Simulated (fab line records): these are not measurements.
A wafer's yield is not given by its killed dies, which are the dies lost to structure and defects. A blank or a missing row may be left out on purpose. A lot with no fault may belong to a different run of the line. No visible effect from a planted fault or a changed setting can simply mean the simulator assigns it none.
Chamber matching	flow nand_harc	3 sister chambers for NHARC_A_CONTACT_DEP_24 on pecvd-02
The step deposits SiO2, target thk 500 nm. 3 wafers are shown with their chamber, then 7 later ones without.

## EACH WAFER AND ITS CHAMBER
wafer	chamber	throttle_valve_pct (%)
L090.6	0	15.7
L091.1	1	16.2
L091.2	2	15.2

## WAFERS WITHOUT THEIR CHAMBER
wafer	throttle_valve_pct (%)
L091.3	16.0
L095.3	15.6
L095.4	16.7
L095.5	15.3
L097.3	16.5
L097.4	15.1
L097.6	16.0

## CHAMBER TAKEN BY EACH
wafer	from the rows above	in truth
L091.3	can't be placed: 1 or 0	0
L095.3	can't be placed: 0 or 2 or 1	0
L095.4	can't be placed: 1 or 0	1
L095.5	can't be placed: 2 or 0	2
L097.3	can't be placed: 1 or 0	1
L097.4	can't be placed: 2 or 0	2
L097.6	can't be placed: 1 or 0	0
Correctly placed: 0 of 7. Can't be placed from these rows: 7 (the true chamber is among the candidates in 7). Wrongly placed: 0.
How it was worked out, from the rows above alone: a wafer's distance from a chamber is the root of the sum, over the readings, of the square of ((its reading less the chamber's mean) divided by the reading's scatter). If the next closest chamber is less than 2 further off than the closest, the wafer can't be placed; otherwise it belongs to the closest. For every chamber, the mean is computed from those of its wafers that are shown. The scatter: with one shown wafer a chamber, the root of the mean of the squares of how far each hidden wafer lies from its nearest shown one.
